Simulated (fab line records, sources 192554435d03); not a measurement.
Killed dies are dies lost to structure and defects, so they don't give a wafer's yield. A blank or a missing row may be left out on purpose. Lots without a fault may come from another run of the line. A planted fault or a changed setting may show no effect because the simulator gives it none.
Which tool did it? | flow n5_finfet | 8 lots, 24 wafers sampled, at 6 steps of a route of 1938

WHAT THE GAUGES READ, wafer by wafer
N5_ILD0_INSPECT_06: inspects for defects (darkfield). Usual: raw_defect_count 45, standard deviation 25.
lot  | measured    | on                | raw_defect_count | flag
L926 | day 4 09:29 | defect_inspect-01 | 31 36 25         |
L931 | day 5 12:09 | defect_inspect-02 | 60 58 56         |
L933 | day 5 22:43 | defect_inspect-02 | 109 66 40        |
L934 | day 6 06:17 | defect_inspect-01 | 18 32 12         |
L936 | day 6 16:28 | defect_inspect-02 | 71 75 94         |
L942 | day 8 03:15 | defect_inspect-01 | 36 55 25         |
L943 | day 8 10:28 | defect_inspect-01 | 33 35 40         |
L947 | day 9 13:19 | defect_inspect-02 | 27 30 42         |

N5_DUMMY_REMOVAL_INSPECT_06: inspects for defects (brightfield). Usual: raw_defect_count 11, standard deviation 5.1.
lot  | measured    | on                | raw_defect_count | flag
L926 | day 4 14:09 | defect_inspect-01 | 6 14 8           |
L931 | day 5 16:52 | defect_inspect-02 | 9 11 20          |
L933 | day 6 03:23 | defect_inspect-01 | 7 5 2            |
L934 | day 6 11:43 | defect_inspect-02 | 12 9 9           |
L936 | day 6 21:05 | defect_inspect-02 | 16 20 16         |
L942 | day 8 08:15 | defect_inspect-01 | 126 153 151      | OFF
L943 | day 8 15:17 | defect_inspect-02 | 170 132 130      | OFF
L947 | day 9 18:02 | defect_inspect-01 | 10 8 7           |

N5_BEOL_M4_RC_MEAS_101. Usual: DIBL_N 36.4 mV/V, standard deviation 1.5; DIBL_P 36.4 mV/V, standard deviation 1.6; IOFF_N 0.164 nA/um, standard deviation 0.025; IOFF_P 0.214 nA/um, standard deviation 0.028; ION_N 675 uA/um, standard deviation 9.9; ION_P 463 uA/um, standard deviation 6.5; SS_N 71.5 mV/dec, standard deviation 0.5; SS_P 73.3 mV/dec, standard deviation 0.56; VT_N 249.2 mV, standard deviation 2.7; VT_P -250.1 mV, standard deviation 2.8.
lot  | measured     | on        | DIBL_N (mV/V)  | DIBL_P (mV/V)  | IOFF_N (nA/um)    | IOFF_P (nA/um)    | ION_N (uA/um) | ION_P (uA/um) | SS_N (mV/dec)  | SS_P (mV/dec)  | VT_N (mV)         | VT_P (mV)            | flag
L926 | day 8 12:26  | prober-02 | 35.8 36.0 35.8 | 37.5 37.2 36.9 | 0.165 0.168 0.166 | 0.224 0.219 0.208 | 677 682 687   | 471 467 467   | 71.8 71.8 70.9 | 73.8 73.6 73.2 | 249.6 247.4 248.3 | -249.5 -249.8 -250.5 |
L931 | day 9 22:43  | prober-01 | 38.0 39.0 38.1 | 38.1 39.0 37.9 | 0.188 0.219 0.191 | 0.232 0.242 0.228 | 679 694 688   | 458 469 466   | 71.8 72.1 71.2 | 73.6 73.2 74.3 | 246.1 242.9 244.9 | -248.4 -249.2 -249.0 |
L933 | day 10 00:44 | prober-01 | 38.2 38.7 38.6 | 35.8 36.1 36.6 | 0.172 0.184 0.187 | 0.221 0.239 0.254 | 674 681 675   | 459 470 465   | 72.2 72.0 71.8 | 73.0 73.4 73.6 | 249.4 246.6 245.5 | -249.3 -247.6 -248.3 |
L934 | day 10 03:02 | prober-01 | 36.6 36.8 37.5 | 35.7 35.6 36.3 | 0.166 0.178 0.184 | 0.235 0.235 0.242 | 669 674 681   | 464 465 456   | 70.9 71.5 72.0 | 73.8 73.2 73.2 | 247.2 247.5 246.3 | -249.2 -249.1 -250.3 |
L936 | day 11 01:11 | prober-01 | 35.4 33.9 36.6 | 35.4 34.3 37.4 | 0.137 0.121 0.166 | 0.176 0.169 0.209 | 668 661 668   | 456 455 452   | 70.9 70.4 71.3 | 72.5 73.0 73.3 | 254.7 255.1 247.1 | -254.9 -252.1 -252.9 |
L942 | day 12 12:46 | prober-02 | 36.6 37.7 36.6 | 36.1 37.9 36.4 | 0.169 0.189 0.160 | 0.222 0.250 0.222 | 680 681 669   | 464 469 469   | 72.2 71.9 72.1 | 74.0 73.8 74.0 | 246.4 244.4 248.8 | -247.6 -248.1 -249.1 |
L943 | day 12 10:05 | prober-02 | 35.5 33.9 33.8 | 36.2 34.6 34.8 | 0.152 0.122 0.130 | 0.214 0.175 0.185 | 684 674 661   | 466 464 457   | 71.0 70.9 71.7 | 73.3 73.0 72.7 | 251.5 252.6 251.3 | -250.4 -253.9 -253.2 |
L947 | day 13 15:23 | prober-02 | 37.4 36.6 37.8 | 37.1 36.1 36.8 | 0.184 0.164 0.174 | 0.225 0.212 0.218 | 675 674 678   | 464 457 459   | 71.4 71.6 71.2 | 73.8 73.7 74.1 | 246.9 251.0 249.6 | -250.5 -251.4 -249.9 |

WHICH TOOL RAN EACH LOT (tool, then ch and the chambers of the sampled wafers, then the start)
lot  | N5_SDB_HM_DEP_00               | N5_DUMMY_REMOVAL_HM_STRIP_01      | N5_DUMMY_REMOVAL_STRIP_10
L926 | pecvd-01 ch 0,1,2, day 4 09:33 | rie_diel-06 ch 0,1,2, day 4 13:58 | rie_diel-06 ch 0,1,2, day 4 13:59
L931 | pecvd-04 ch 0,1, day 5 12:11   | rie_diel-03 ch 1,2, day 5 16:40   | rie_diel-03 ch 1,2, day 5 16:42
L933 | pecvd-01 ch 0,1,2, day 5 22:45 | rie_diel-06 ch 1,2, day 6 03:11   | rie_diel-06 ch 1,2, day 6 03:13
L934 | pecvd-04 ch 0,1,2, day 6 06:19 | rie_diel-03 ch 0,1,2, day 6 11:32 | rie_diel-03 ch 0,1,2, day 6 11:34
L936 | pecvd-01 ch 0,1,2, day 6 16:31 | rie_diel-06 ch 0,1,2, day 6 20:53 | rie_diel-06 ch 0,1,2, day 6 20:55
L942 | pecvd-04 ch 0,2, day 8 03:17   | rie_diel-06 ch 0,1, day 8 08:03   | rie_diel-06 ch 0,1, day 8 08:05
L943 | pecvd-04 ch 0,1,2, day 8 10:29 | rie_diel-06 ch 0,1,2, day 8 15:05 | rie_diel-06 ch 0,1,2, day 8 15:07
L947 | pecvd-03 ch 0,2, day 9 13:20   | rie_diel-05 ch 0,1,3, day 9 17:50 | rie_diel-05 ch 0,1,3, day 9 17:53
- N5_SDB_HM_DEP_00: deposits SiNx from SiH4/NH3/N2, target thk 40 nm, time 35.3 s.
- N5_DUMMY_REMOVAL_HM_STRIP_01: strips SiNx in CH3F/O2, stops on poly-Si, target depth 4 nm, time 6.8 s.
- N5_DUMMY_REMOVAL_STRIP_10: strips in N2/H2, time 40 s.

WHAT THE TOOLS THEMSELVES READ (means of the sampled wafers that have a number; where no wafer has one, the mark that the record gives instead)
N5_SDB_HM_DEP_00. Usual: chamber_pressure_Torr 1.500 Torr, standard deviation 0.0031; heater_power_w 733 W, standard deviation 66; showerhead_plenum_p_Torr 5.17 Torr, standard deviation 0.075; showerhead_vpp_V 1038 V, standard deviation 50; throttle_valve_pct 40.5 %, standard deviation 1.4.
lot  | tool     | chamber_pressure_Torr (Torr) | heater_power_w (W) | showerhead_plenum_p_Torr (Torr) | showerhead_vpp_V (V) | throttle_valve_pct (%) | flag
L926 | pecvd-01 | 1.501                        | 812                | 5.18                            | 1016                 | 39.7                   |
L931 | pecvd-04 | 1.497                        | 722                | 5.09                            | 1062                 | 42.4                   |
L933 | pecvd-01 | 1.502                        | 742                | 5.18                            | 1021                 | 39.6                   |
L934 | pecvd-04 | 1.503                        | 715                | 5.16                            | 1062                 | 41.2                   |
L936 | pecvd-01 | 1.501                        | 807                | 5.19                            | 1024                 | 39.8                   |
L942 | pecvd-04 | 1.501                        | 700                | 5.21                            | 1034                 | 40.4                   |
L943 | pecvd-04 | 1.499                        | 685                | 5.15                            | 1051                 | 41.5                   |
L947 | pecvd-03 | 1.499                        | 684                | 5.21                            | 1082                 | 39.0                   |

N5_DUMMY_REMOVAL_HM_STRIP_01. Usual: CH3F_flow_sccm 30.00 sccm, standard deviation 0.084; O2_flow_sccm 20.01 sccm, standard deviation 0.062; drypump_motor_current_A 5.6 A, standard deviation 0.47; oes_product_au 0.63 a.u., standard deviation 0.063; rf_vpp_V 127.4 V, standard deviation 0.88; showerhead_plenum_p_Torr 2.00 Torr, standard deviation 0.064; throttle_valve_pct 16.38 %, standard deviation 0.22.
lot  | tool        | CH3F_flow_sccm (sccm) | O2_flow_sccm (sccm) | drypump_motor_current_A (A) | oes_product_au (a.u.) | rf_vpp_V (V) | showerhead_plenum_p_Torr (Torr) | throttle_valve_pct (%) | flag
L926 | rie_diel-06 | 29.97                 | 20.05               | 5.5                         | 0.67                  | 127.3        | 1.97                            | 16.46                  |
L931 | rie_diel-03 | 30.00                 | 20.00               | 4.9                         | 0.58                  | 128.5        | 2.01                            | 16.29                  |
L933 | rie_diel-06 | 30.00                 | 20.02               | 5.6                         | 0.65                  | 127.3        | 1.97                            | 16.53                  |
L934 | rie_diel-03 | 30.07                 | 19.97               | 5.1                         | 0.59                  | 128.0        | 2.04                            | 16.30                  |
L936 | rie_diel-06 | 29.98                 | 20.02               | 5.5                         | 0.66                  | 127.1        | 1.97                            | 16.49                  |
L942 | rie_diel-06 | -                     | -                   | -                           | -                     | -            | -                               | -                      | OFF
L943 | rie_diel-06 | -                     | -                   | -                           | -                     | -            | -                               | -                      | OFF
L947 | rie_diel-05 | 30.05                 | 19.98               | 5.4                         | 0.66                  | 128.0        | 2.07                            | 16.28                  |

N5_DUMMY_REMOVAL_STRIP_10. Usual: bias_power_w 2.999 W, standard deviation 0.0094; chamber_pressure_mTorr 99.99 mTorr, standard deviation 0.096; drypump_motor_current_A 5.6 A, standard deviation 0.48; h2_flow_sccm 300.0 sccm, standard deviation 0.83; oes_product_au 0.78 a.u., standard deviation 0.082; rf_vpp_V 45.3 V, standard deviation 0.92; showerhead_plenum_p_Torr 3.37 Torr, standard deviation 0.1; throttle_valve_pct 12.24 %, standard deviation 0.28.
lot  | tool        | bias_power_w (W) | chamber_pressure_mTorr (mTorr) | drypump_motor_current_A (A) | h2_flow_sccm (sccm) | oes_product_au (a.u.) | rf_vpp_V (V) | showerhead_plenum_p_Torr (Torr) | throttle_valve_pct (%) | flag
L926 | rie_diel-06 | 2.996            | 99.91                          | 5.6                         | 299.8               | 0.83                  | 44.7         | 3.33                            | 12.28                  |
L931 | rie_diel-03 | 3.005            | 99.99                          | 4.9                         | 299.6               | 0.71                  | 45.7         | 3.38                            | 12.21                  |
L933 | rie_diel-06 | 3.006            | 99.92                          | 5.6                         | 300.3               | 0.81                  | 44.4         | 3.33                            | 12.39                  |
L934 | rie_diel-03 | 3.001            | 99.93                          | 5.1                         | 299.8               | 0.72                  | 43.7         | 3.44                            | 12.24                  |
L936 | rie_diel-06 | 3.002            | 99.91                          | 5.5                         | 300.1               | 0.81                  | 46.0         | 3.32                            | 12.35                  |
L942 | rie_diel-06 | 2.990            | 99.96                          | 5.5                         | 300.9               | 0.80                  | 45.2         | 3.31                            | 12.29                  |
L943 | rie_diel-06 | 3.004            | 100.04                         | 5.5                         | 300.8               | 0.80                  | 45.7         | 3.31                            | 12.37                  |
L947 | rie_diel-05 | 3.008            | 99.99                          | 5.4                         | 299.7               | 0.82                  | 45.2         | 3.49                            | 12.09                  |

THE ANSWER, worked out from the rows above alone
Rule: a lot is off if the mean of its wafers that have a number lies more than 3 standard deviations from the usual mean. A lot without any number at a reading at which 4 lots or more have one is off too. The other lots that the step has rows for count as sound. The gauges are gone through in route order, then the tools' own readings, and for those a lot's mean is taken as printed above. The first step at which some lot is off is used, and at that step the reading that is off furthest; a lot without a number counts as furthest.
Off: L942, L943, at N5_DUMMY_REMOVAL_INSPECT_06 (raw_defect_count).
A tool fits if, at a process step before that reading, it ran every lot that is off, and no sound lot after the first of them. The gauges at N5_DUMMY_REMOVAL_INSPECT_06 aren't tried: what is off there is off at N5_DUMMY_REMOVAL_HM_STRIP_01 too, on other tools, and a gauge's error can't cause that. Can't be told from this: 2 tools fit, pecvd-04 at N5_SDB_HM_DEP_00, rie_diel-06 at N5_DUMMY_REMOVAL_HM_STRIP_01 and N5_DUMMY_REMOVAL_STRIP_10.

WHAT THE SIMULATOR HAD PUT IN
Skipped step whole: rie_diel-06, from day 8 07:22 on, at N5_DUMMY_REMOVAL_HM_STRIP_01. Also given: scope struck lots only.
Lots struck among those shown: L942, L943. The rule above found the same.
